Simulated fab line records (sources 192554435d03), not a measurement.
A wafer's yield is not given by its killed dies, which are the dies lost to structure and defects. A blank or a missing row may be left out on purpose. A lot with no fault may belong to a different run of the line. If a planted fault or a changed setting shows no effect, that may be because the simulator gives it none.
fab line records ; flow n5-finfet
[record] lots = 7; wafers = 39
route steps=1938 shown FIN_SAQP@94 STI_FIN_REVEAL@190 SD_EPI_N@273 HKMG_FIN@433 BEOL_M11@1552
start-h: hours from the record's first day to the start of the lot's first wafer shown ; wait-h: hours since the lot's step before ; " repeats the value in the row above ; L1.1+2: a row that stands for several wafers ; - no value, or no start was given ; * or withheld: withheld ; < > ~ a bound
route shown NAME@n: names a module that has steps shown in the file, with the first one's number in the route ; usual: mean/standard deviation taken from wafers without a fault ; same: alike in all rows ; chamber/n: place in a boat ; sites: each site's reading ; _std_site: standard deviation of those values ; _edge_site: mean of outer sites minus mean of inner sites ; radius-mm: for every site, how far away it sits from the centre of the wafer ; mask NAME#n: copy n ; behind: tool/chamber where the wafer was last shaped ; hold: the reason the lot was held/the length of the hold in hours/how it ended ; device: the transistor (n, p or np) that didn't switch ; end of line: tests run on the same wafers once the route is complete ; step lacking rows: just its recipe ; killed: the dies lost at the first sort to structure and to defects; this is not the yield of the wafer ; map: a wafer's dies, x killed, . not, _ none there
set.NAME: the setting the step ran with; set.NAME@STEP: the setting that earlier step ran with ; model.NAME: the simulator's own value behind a step, which no gauge read
one table per step and one row per wafer, for lots whose settings were changed on purpose
[[steps]]
[step N5_FIN_SAQP_ALD_61]
[recipe] material = SiO2; target-thk-a = 40; temp-c = 300; ald-precursor-family = BDEAS; ald-co-reactant = O2-plasma; pulse-time-s = 1; purge-time-s = 2; co-reactant-purge-time-s = 2; ald-cycles = 43; pressure-torr = 2
lot.wafer;tool;chamber;start-h;wait-h;set.ald-cycles;model.SiO2_of_FIN_SAQP_ALD_61.thk-nm
L081.1;ald-sin-03;2;63.19;0.0;43;4.027
L081.2;ald-sin-03;0;63.19;0.0;53;4.934
L081.3;ald-sin-03;1;63.19;0.0;43;3.993
L081.4;ald-sin-03;3;63.19;0.0;53;4.94
L081.5;ald-sin-03;0;63.19;0.0;43;4.01
L081.6;ald-sin-03;1;63.19;0.0;53;4.936
L083.1;ald-sin-01;1;75.76;0.0;43;4.005
L083.2;ald-sin-01;2;75.76;0.0;43;4.002
L083.3;ald-sin-01;0;75.76;0.0;66;6.141
L083.4;ald-sin-01;3;75.76;0.0;66;6.117
L083.5;ald-sin-01;1;75.76;0.0;66;6.158
L083.6;ald-sin-01;0;75.76;0.0;43;3.995
L084.1;ald-sin-03;0;80.65;0.0;43;4.009
L084.5;ald-sin-03;0;80.65;0.0;43;3.999
L084.6;ald-sin-03;1;80.65;0.0;43;4.001
L085.1;ald-sin-03;1;86.50;0.0;20;1.849
L085.2;ald-sin-03;3;86.50;0.0;43;4.002
L085.3;ald-sin-03;2;86.50;0.0;20;1.869
L085.4;ald-sin-03;0;86.50;0.0;20;1.839
L085.5;ald-sin-03;0;86.50;0.0;43;3.994
L085.6;ald-sin-03;3;86.50;0.0;43;4.017
L094.1;ald-sin-04;0;140.62;0.0;56;5.227
L094.2;ald-sin-04;3;140.62;0.0;43;4.013
L094.3;ald-sin-04;1;140.62;0.0;56;5.226
L094.4;ald-sin-04;2;140.62;0.0;56;5.193
L094.5;ald-sin-04;3;140.62;0.0;43;4.008
L094.6;ald-sin-04;0;140.62;0.0;43;4.003
L095.1;ald-sin-04;3;146.11;0.0;43;4.006
L095.2;ald-sin-04;1;146.11;0.0;43;3.99
L095.3+5+6;ald-sin-04;0,0,3;146.11;0.0;43;4
L095.4;ald-sin-04;2;146.11;0.0;43;3.978
L096.1;ald-sin-04;0;153.68;0.0;58;5.424
L096.2;ald-sin-04;1;153.68;0.0;43;4.034
L096.3;ald-sin-04;2;153.68;0.0;43;4.002
L096.4;ald-sin-04;3;153.68;0.0;43;4.041
L096.5;ald-sin-04;0;153.68;0.0;58;5.433
L096.6;ald-sin-04;1;153.68;0.0;58;5.41
[step N5_STI_FIN_REVEAL_ETCHBACK_08]
[recipe] chemistry = C4F6/O2; target = SiO2; target-depth-a = 305; time-s = 10.167; ion-energy-ev = 250; pressure-mtorr = 30; source-w = 345; bias-w = 185; Ar_flow_sccm = 300; C4F6_flow_sccm = 10; O2_flow_sccm = 10
lot.wafer;tool;chamber;start-h;wait-h;set.time-s
L081.1+3+6;rie-diel-02;3,1,2;76.31;0.2;10.167
L081.2+4+5;rie-diel-02;2,3,1;76.31;0.2;13.05
L083.1+2+3+4+5+6;rie-diel-04;3,0,1,3,0,1;89.99;0.3;10.167
L084.1+5+6;rie-diel-04;2,3,2;95.58;0.2;10.167
L085.1+2+3+4+5+6;rie-diel-03;3,0,1,2,2,3;102.51;0.4;10.167
L094.1+2+5;rie-diel-02;2,0,1;154.53;0.2;10.167
L094.3+4+6;rie-diel-02;1,2,0;154.53;0.2;4.992
L095.1+2+3+4+5+6;rie-diel-02;3,0,2,1,3,0;160.84;0.2;10.167
L096.1+2+4;rie-diel-03;2,3,1;167.71;0.2;12.75
L096.3+5+6;rie-diel-03;0,0,3;167.71;0.2;10.167
[step N5_STI_FIN_REVEAL_STRIP_24]
[recipe] chemistry = N2/H2; time-s = 90; power-w = 100; temp-c = 40; pressure-mtorr = 100; rf-frequency-hz = 6e+07; bias-power-w = 3; n2-flow-sccm = 300; h2-flow-sccm = 300
[step N5_STI_FIN_REVEAL_PRECLEAN_25]
[recipe] chemistry = SPM; time-s = 90; temp-c = 120; mix = 4:1
[step N5_STI_FIN_REVEAL_SRD_23]
[recipe] dry = ipa-marangoni; time-s = 30; temp-c = 23; rinse-liquid = diw
[step N5_STI_FIN_REVEAL_FIN_H_MEAS_10]
[usual] trench-depth-nm = 51.8/1
lot.wafer;tool;chamber;start-h;wait-h;set.time-s@STI_FIN_REVEAL_ETCHBACK_08;trench-depth-nm
L081.1;ocd-02;-;79.25;0.0;10.167;51.3
L081.2;ocd-02;-;79.25;0.0;13.05;61.5
L081.3;ocd-02;-;79.25;0.0;10.167;51.6
L081.4;ocd-02;-;79.25;0.0;13.05;60.3
L081.5;ocd-02;-;79.25;0.0;13.05;59.5
L081.6;ocd-02;-;79.25;0.0;10.167;51.6
L083.1;ocd-02;-;93.28;0.0;10.167;50.5
L083.2;ocd-02;-;93.28;0.0;10.167;51.6
L083.3;ocd-02;-;93.28;0.0;10.167;52.4
L083.4;ocd-02;-;93.28;0.0;10.167;51.2
L083.5;ocd-02;-;93.28;0.0;10.167;50.8
L083.6;ocd-02;-;93.28;0.0;10.167;52.5
L084.1;ocd-01;-;98.86;0.0;10.167;52.0
L084.5;ocd-01;-;98.86;0.0;10.167;51.7
L084.6;ocd-01;-;98.86;0.0;10.167;52.3
L085.1;ocd-02;-;105.46;0.0;10.167;52.2
L085.2;ocd-02;-;105.46;0.0;10.167;53.2
L085.3;ocd-02;-;105.46;0.0;10.167;49.7
L085.4;ocd-02;-;105.46;0.0;10.167;53.4
L085.5;ocd-02;-;105.46;0.0;10.167;52.9
L085.6;ocd-02;-;105.46;0.0;10.167;51.7
L094.1;ocd-02;-;157.50;0.0;10.167;52.2
L094.2;ocd-02;-;157.50;0.0;10.167;52.8
L094.3;ocd-02;-;157.50;0.0;4.992;35.6
L094.4;ocd-02;-;157.50;0.0;4.992;36.4
L094.5;ocd-02;-;157.50;0.0;10.167;51.6
L094.6;ocd-02;-;157.50;0.0;4.992;37.2
L095.1;ocd-02;-;163.78;0.0;10.167;52.4
L095.2;ocd-02;-;163.78;0.0;10.167;52.5
L095.3;ocd-02;-;163.78;0.0;10.167;52.7
L095.4;ocd-02;-;163.78;0.0;10.167;51.0
L095.5;ocd-02;-;163.78;0.0;10.167;51.8
L095.6;ocd-02;-;163.78;0.0;10.167;52.7
L096.1;ocd-02;-;170.67;0.0;12.75;60.7
L096.2;ocd-02;-;170.67;0.0;12.75;60.3
L096.3;ocd-02;-;170.67;0.0;10.167;52.4
L096.4;ocd-02;-;170.67;0.0;12.75;56.7
L096.5;ocd-02;-;170.67;0.0;10.167;52.1
L096.6;ocd-02;-;170.67;0.0;10.167;52.5
[step N5_SD_EPI_N_DESCUM_14]
[recipe] chemistry = O2; time-s = 7.9; source-power-w = 50; bias-power-w = 20; pressure-mtorr = 20; rf-frequency-hz = 2.712e+07; temp-c = 40; resist = CAR-ArF-block; o2-flow-sccm = 225
lot.wafer;tool;chamber;start-h;wait-h;set.time-s;model.CAR-ArF-block_of_SD_EPI_N_COAT_03.thk-nm
L081.1+2;rie-diel-04;0,1;92.85;0.0;7.9;143.8
L081.3+5;rie-diel-04;3,0;92.85;0.0;10.83;142.2
L081.4;rie-diel-04;1;92.85;0.0;7.9;144
L081.6;rie-diel-04;3;92.85;0.0;10.83;142
L083.1+2+5;rie-diel-02;1,3,3;105.22;0.1;7.9;144.2
L083.3;rie-diel-02;0;105.22;0.1;7.9;144
L083.4;rie-diel-02;2;105.22;0.1;7.9;144.4
L083.6;rie-diel-02;0;105.22;0.1;7.9;143.8
L084.1+5;rie-diel-03;2;109.91;0.0;7.9;144.2
L084.6;rie-diel-03;3;109.91;0.0;7.9;143.8
L085.1;rie-diel-02;2;116.60;0.0;12.52;140.6
L085.2;rie-diel-02;0;116.60;0.0;7.9;143.8
L085.3;rie-diel-02;3;116.60;0.0;12.52;141
L085.4;rie-diel-02;1;116.60;0.0;7.9;144.2
L085.5;rie-diel-02;3;116.60;0.0;7.9;143.2
L085.6;rie-diel-02;2;116.60;0.0;12.52;140.8
L094.1;rie-diel-02;2;169.32;0.0;7.9;143
L094.2;rie-diel-02;1;169.32;0.0;7.9;144.2
L094.3+6;rie-diel-02;3;169.32;0.0;11.99;141
L094.4;rie-diel-02;0;169.32;0.0;7.9;143.4
L094.5;rie-diel-02;2;169.32;0.0;11.99;141.2
L095.1;rie-diel-03;3;174.62;0.0;7.9;142.8
L095.2;rie-diel-03;1;174.62;0.0;4.721;145.6
L095.3;rie-diel-03;2;174.62;0.0;4.721;145.2
L095.4;rie-diel-03;0;174.62;0.0;7.9;143.2
L095.5;rie-diel-03;3;174.62;0.0;7.9;143
L095.6;rie-diel-03;0;174.62;0.0;4.721;145
L096.1;rie-diel-04;1;183.94;0.0;7.9;142.6
L096.2;rie-diel-04;3;183.94;0.0;7.9;143.2
L096.3;rie-diel-04;2;183.94;0.0;7.9;143.4
L096.4+6;rie-diel-04;0,2;183.94;0.0;4.727;145.2
L096.5;rie-diel-04;3;183.94;0.0;4.727;145.6
[step N5_HKMG_FIN_DESCUM_17]
[recipe] chemistry = O2; time-s = 7.9; source-power-w = 50; bias-power-w = 20; pressure-mtorr = 20; rf-frequency-hz = 2.712e+07; temp-c = 40; resist = CAR-ArF; o2-flow-sccm = 225
lot.wafer;tool;chamber;start-h;wait-h;set.time-s;model.CAR-ArF_of_HKMG_FIN_COAT_06.thk-nm
L081.1;rie-diel-02;3;121.72;0.0;7.9;83.4
L081.2+3+5;rie-diel-02;0,1,1;121.72;0.0;7.9;83.8
L081.4+6;rie-diel-02;2,0;121.72;0.0;7.9;83.6
L083.1;rie-diel-04;0;132.01;0.0;7.9;83.2
L083.2;rie-diel-04;1;132.01;0.0;10.56;82
L083.3+4;rie-diel-04;2,0;132.01;0.0;10.56;81.8
L083.5;rie-diel-04;1;132.01;0.0;7.9;83.8
L083.6;rie-diel-04;2;132.01;0.0;7.9;83.4
L084.1;rie-diel-04;1;136.79;0.0;7.9;83.8
L084.5;rie-diel-04;1;136.79;0.0;7.9;83.4
L084.6;rie-diel-04;0;136.79;0.0;7.9;83
L085.1+5;rie-diel-02;1,0;144.22;0.1;5.238;85
L085.2;rie-diel-02;0;144.22;0.1;5.238;84.4
L085.3;rie-diel-02;2;144.22;0.1;7.9;83.6
L085.4+6;rie-diel-02;2,1;144.22;0.1;7.9;83.4
L094.1+6;rie-diel-03;3,1;198.04;0.0;7.9;83.6
L094.2+4;rie-diel-03;2,0;198.04;0.0;4.927;85
L094.3;rie-diel-03;1;198.04;0.0;4.927;85.2
L094.5;rie-diel-03;2;198.04;0.0;7.9;83.2
L095.1+2+5;rie-diel-02;2,3,2;202.41;0.2;7.9;83.4
L095.3+4+6;rie-diel-02;0,0,3;202.41;0.2;5.633;84.8
L096.1;rie-diel-04;3;211.08;0.1;7.9;83.4
L096.2+4;rie-diel-04;1,2;211.08;0.1;12.5;80.6
L096.3;rie-diel-04;0;211.08;0.1;7.9;83.2
L096.5;rie-diel-04;0;211.08;0.1;12.5;80.4
L096.6;rie-diel-04;3;211.08;0.1;7.9;83.6
[step N5_HKMG_FIN_ETCH_31]
[recipe] chemistry = CF4; target = SiARC; target-depth-a = 455; mask-material = CAR-ArF; time-s = 75.8; ion-energy-ev = 80; pressure-mtorr = 40; source-w = 545; bias-w = 36; Ar_flow_sccm = 100; cf4-flow-sccm = 100; ends = cleared
lot.wafer;tool;chamber;start-h;wait-h;set.time-s@HKMG_FIN_DESCUM_17;model.CAR-ArF_of_HKMG_FIN_COAT_06.thk-nm
L081.1;rie-diel-02;3;121.75;0.0;7.9;50.8
L081.2+3+5;rie-diel-02;0,1,1;121.75;0.0;7.9;51.2
L081.4+6;rie-diel-02;2,0;121.75;0.0;7.9;51
L083.1;rie-diel-04;0;132.04;0.0;7.9;50.4
L083.2+3;rie-diel-04;1,2;132.04;0.0;10.56;49.2
L083.4;rie-diel-04;0;132.04;0.0;10.56;49
L083.5;rie-diel-04;1;132.04;0.0;7.9;51.2
L083.6;rie-diel-04;2;132.04;0.0;7.9;50.8
L084.1;rie-diel-04;1;136.82;0.0;7.9;51.2
L084.5;rie-diel-04;1;136.82;0.0;7.9;51
L084.6;rie-diel-04;0;136.82;0.0;7.9;50.2
L085.1+5;rie-diel-02;1,0;144.25;0.0;5.238;52.4
L085.2;rie-diel-02;0;144.25;0.0;5.238;51.8
L085.3+4+6;rie-diel-02;2,2,1;144.25;0.0;7.9;50.8
L094.1+6;rie-diel-03;3,1;198.07;0.0;7.9;50.8
L094.2+4;rie-diel-03;2,0;198.07;0.0;4.927;52.4
L094.3;rie-diel-03;1;198.07;0.0;4.927;52.6
L094.5;rie-diel-03;2;198.07;0.0;7.9;50.6
L095.1+5;rie-diel-02;2;202.44;0.0;7.9;51
L095.2;rie-diel-02;3;202.44;0.0;7.9;50.8
L095.3+4+6;rie-diel-02;0,0,3;202.44;0.0;5.633;52.2
L096.1;rie-diel-04;3;211.11;0.0;7.9;50.8
L096.2+4;rie-diel-04;1,2;211.11;0.0;12.5;48
L096.3;rie-diel-04;0;211.11;0.0;7.9;50.6
L096.5;rie-diel-04;0;211.11;0.0;12.5;47.8
L096.6;rie-diel-04;3;211.11;0.0;7.9;51
[step N5_BEOL_M11_DESCUM_16]
[recipe] chemistry = O2; time-s = 7.9; source-power-w = 50; bias-power-w = 20; pressure-mtorr = 20; rf-frequency-hz = 2.712e+07; temp-c = 40; resist = CAR-ArF; o2-flow-sccm = 225
lot.wafer;tool;chamber;start-h;wait-h;set.time-s;model.CAR-ArF_of_BEOL_M11_COAT_05.thk-nm
L083.1+3+4;rie-diel-05;0,3,1;303.92;0.0;7.9;83.6
L083.2;rie-diel-05;2;303.92;0.0;9.864;82.6
L083.5+6;rie-diel-05;3,2;303.92;0.0;9.864;82.4
L081.1;rie-diel-01;3;309.37;0.0;7.9;83.8
L081.2+6;rie-diel-01;1,0;309.37;0.0;3.305;86.8
L081.3+5;rie-diel-01;0,1;309.37;0.0;7.9;84.2
L081.4;rie-diel-01;2;309.37;0.0;3.305;86.6
L084.1;rie-diel-06;1;330.57;0.0;7.9;83.2
L084.5;rie-diel-06;2;330.57;0.0;7.9;83.6
L084.6;rie-diel-06;3;330.57;0.0;7.9;83.4
L085.1;rie-diel-05;2;340.90;0.0;12.56;80.8
L085.2+3+4;rie-diel-05;0,3,1;340.90;0.0;7.9;83.2
L085.5+6;rie-diel-05;0,1;340.90;0.0;12.56;80.4
L094.1+4;rie-diel-01;2,0;383.35;0.0;7.9;83.6
L094.2;rie-diel-01;3;383.35;0.0;6.453;84.6
L094.3;rie-diel-01;1;383.35;0.0;7.9;83.4
L094.5;rie-diel-01;0;383.35;0.0;6.453;84.2
L094.6;rie-diel-01;1;383.35;0.0;6.453;84.4
L095.1+2;rie-diel-06;2,0;392.55;0.0;7.9;83.4
L095.3;rie-diel-06;3;392.55;0.0;9.574;82.8
L095.4;rie-diel-06;1;392.55;0.0;9.574;82.6
L095.5;rie-diel-06;3;392.55;0.0;7.9;83.6
L095.6;rie-diel-06;2;392.55;0.0;9.574;82.2
L096.1+2;rie-diel-01;1,0;407.76;0.5;7.9;83.4
L096.3;rie-diel-01;2;407.76;0.5;9.978;82.4
L096.4;rie-diel-01;3;407.76;0.5;9.978;82
L096.5;rie-diel-01;1;407.76;0.5;7.9;83.2
L096.6;rie-diel-01;2;407.76;0.5;9.978;82.2
[step N5_BEOL_M11_ETCH_61]
[recipe] chemistry = CF4; target = SiARC; target-depth-a = 390; mask-material = CAR-ArF; time-s = 65; ion-energy-ev = 80; pressure-mtorr = 40; source-w = 545; bias-w = 36; Ar_flow_sccm = 100; cf4-flow-sccm = 100; ends = cleared
lot.wafer;tool;chamber;start-h;wait-h;set.time-s@BEOL_M11_DESCUM_16;model.CAR-ArF_of_BEOL_M11_COAT_05.thk-nm
L083.1+4;rie-diel-05;0,1;303.95;0.0;7.9;55.6
L083.2+6;rie-diel-05;2;303.95;0.0;9.864;54.6
L083.3;rie-diel-05;3;303.95;0.0;7.9;55.8
L083.5;rie-diel-05;3;303.95;0.0;9.864;54.2
L081.1;rie-diel-01;3;309.40;0.0;7.9;55.8
L081.2+6;rie-diel-01;1,0;309.40;0.0;3.305;58.8
L081.3+5;rie-diel-01;0,1;309.40;0.0;7.9;56.2
L081.4;rie-diel-01;2;309.40;0.0;3.305;58.6
L084.1;rie-diel-06;1;330.60;0.0;7.9;55.2
L084.5;rie-diel-06;2;330.60;0.0;7.9;55.6
L084.6;rie-diel-06;3;330.60;0.0;7.9;55.4
L085.1;rie-diel-05;2;340.93;0.0;12.56;52.8
L085.2+3+4;rie-diel-05;0,3,1;340.93;0.0;7.9;55.4
L085.5+6;rie-diel-05;0,1;340.93;0.0;12.56;52.6
L094.1+3+4;rie-diel-01;2,1,0;383.38;0.0;7.9;55.6
L094.2;rie-diel-01;3;383.38;0.0;6.453;56.6
L094.5;rie-diel-01;0;383.38;0.0;6.453;56.2
L094.6;rie-diel-01;1;383.38;0.0;6.453;56.4
L095.1+2;rie-diel-06;2,0;392.58;0.0;7.9;55.6
L095.3;rie-diel-06;3;392.58;0.0;9.574;55
L095.4;rie-diel-06;1;392.58;0.0;9.574;54.6
L095.5;rie-diel-06;3;392.58;0.0;7.9;55.8
L095.6;rie-diel-06;2;392.58;0.0;9.574;54.4
L096.1+5;rie-diel-01;1;407.80;0.0;7.9;55.4
L096.2;rie-diel-01;0;407.80;0.0;7.9;55.6
L096.3;rie-diel-01;2;407.80;0.0;9.978;54.6
L096.4;rie-diel-01;3;407.80;0.0;9.978;54
L096.6;rie-diel-01;2;407.80;0.0;9.978;54.2
[[key]]
[split] step = N5_FIN_SAQP_ALD_61; setting = ald-cycles; stated = 43; by = wafer
[response] step = N5_FIN_SAQP_ALD_61; reading = model.SiO2_of_FIN_SAQP_ALD_61.thk-nm; change = +0.0401; per = 1%; r = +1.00
[split] step = N5_STI_FIN_REVEAL_ETCHBACK_08; setting = time-s; stated = 10.167; by = wafer
[response] step = N5_STI_FIN_REVEAL_FIN_H_MEAS_10; reading = trench-depth-nm; change = +0.304; per = 1%; r = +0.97
[split] step = N5_SD_EPI_N_DESCUM_14; setting = time-s; stated = 7.9; by = wafer
[response] step = N5_SD_EPI_N_DESCUM_14; reading = model.CAR-ArF-block_of_SD_EPI_N_COAT_03.thk-nm; change = -0.051; per = 1%; r = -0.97
[split] step = N5_HKMG_FIN_DESCUM_17; setting = time-s; stated = 7.9; by = wafer
[response] step = N5_HKMG_FIN_DESCUM_17; reading = model.CAR-ArF_of_HKMG_FIN_COAT_06.thk-nm; change = -0.0463; per = 1%; r = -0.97
[response] step = N5_HKMG_FIN_ETCH_31; reading = model.CAR-ArF_of_HKMG_FIN_COAT_06.thk-nm; change = -0.0471; per = 1%; r = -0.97
[split] step = N5_BEOL_M11_DESCUM_16; setting = time-s; stated = 7.9; by = wafer
[response] step = N5_BEOL_M11_DESCUM_16; reading = model.CAR-ArF_of_BEOL_M11_COAT_05.thk-nm; change = -0.0453; per = 1%; r = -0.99
[response] step = N5_BEOL_M11_ETCH_61; reading = model.CAR-ArF_of_BEOL_M11_COAT_05.thk-nm; change = -0.0462; per = 1%; r = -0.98
